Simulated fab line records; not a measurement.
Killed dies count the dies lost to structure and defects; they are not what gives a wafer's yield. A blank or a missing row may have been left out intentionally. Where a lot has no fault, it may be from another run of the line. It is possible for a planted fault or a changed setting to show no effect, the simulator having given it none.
One fault through the eyes of 2 desks :: flow nandHarc :: each desk holds nothing but its own numbers, with what lay behind them at the end

## THE DEFECT DESK
For each lot, the counts of the inspections along the route, averaged over the sampled wafers that have a number. The brackets show how far a lot's mean lies from the usual mean; more than 4 standard deviations puts the lot out of limits, marked OUT.
Columns: A = rawDefectCount at NHARC_A_BLC_INSPECT_28, usual 513
lot: L949
first seen here: day 23 02:45
A: 677

lot: L952
first seen here: day 23 14:22
A: 517

lot: L951
first seen here: day 23 21:52
A: 680

lot: L953
first seen here: day 25 05:51
A: 492

lot: L954
first seen here: day 25 09:02
A: 580

lot: L955
first seen here: day 25 12:46
A: 917

lot: L962
first seen here: day 28 22:18
A: 325

lot: L964
first seen here: day 30 09:56
A: 534

lot: L969
first seen here: day 30 23:09
A: 416

lot: L967
first seen here: day 31 05:25
A: 514

lot: L968
first seen here: day 31 05:59
A: 481

lot: L970
first seen here: day 32 01:11
A: 567

lot: L971
first seen here: day 32 19:49
A: 448
Result from this desk: across the 13 lots, nothing is out of limits.

## TOOL OWNER'S DESK, pecvd-03
The tool's own readings at NHARC_A_M1_DEP_00 (deposits SiOC, target thk 182.5 nm): means of the sampled wafers that have a number, for each lot that ran on this tool. The brackets show how far a lot's mean lies from the usual mean; more than 4 standard deviations puts the lot out of limits, marked OUT.
Columns: A = rfFwdPowerW at NHARC_A_M1_DEP_00, usual 598.6 W; B = showerheadVppV at NHARC_A_M1_DEP_00, usual 1461 V
lot: L962
first seen here: day 29 02:35
A: 694.5 (+53) OUT
B: 1576

lot: L964
first seen here: day 30 14:05
A: 694.4 (+53) OUT
B: 1522
This desk's finding: out of limits on L962, L964; first on L962, day 29 02:35 (rfFwdPowerW at NHARC_A_M1_DEP_00). In limits: none.

## TAKEN TOGETHER
An alarm could have come from the tool owner's desk at day 29 02:35, on L962, L964.
Nothing the defect desk looked at was out of limits.
The defect desk has L962, L964 on record, within its limits.
On pecvd-03, each named lot ran NHARC_A_M1_DEP_00.

## WHAT THE SIMULATOR PUT IN
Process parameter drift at NHARC_A_M1_DEP_00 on pecvd-03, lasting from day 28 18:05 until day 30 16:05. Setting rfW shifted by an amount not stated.
Lots struck among those shown: L962, L964.
Each desk's first reading out of limits, in hours after the fault started: the tool owner's desk, 9.
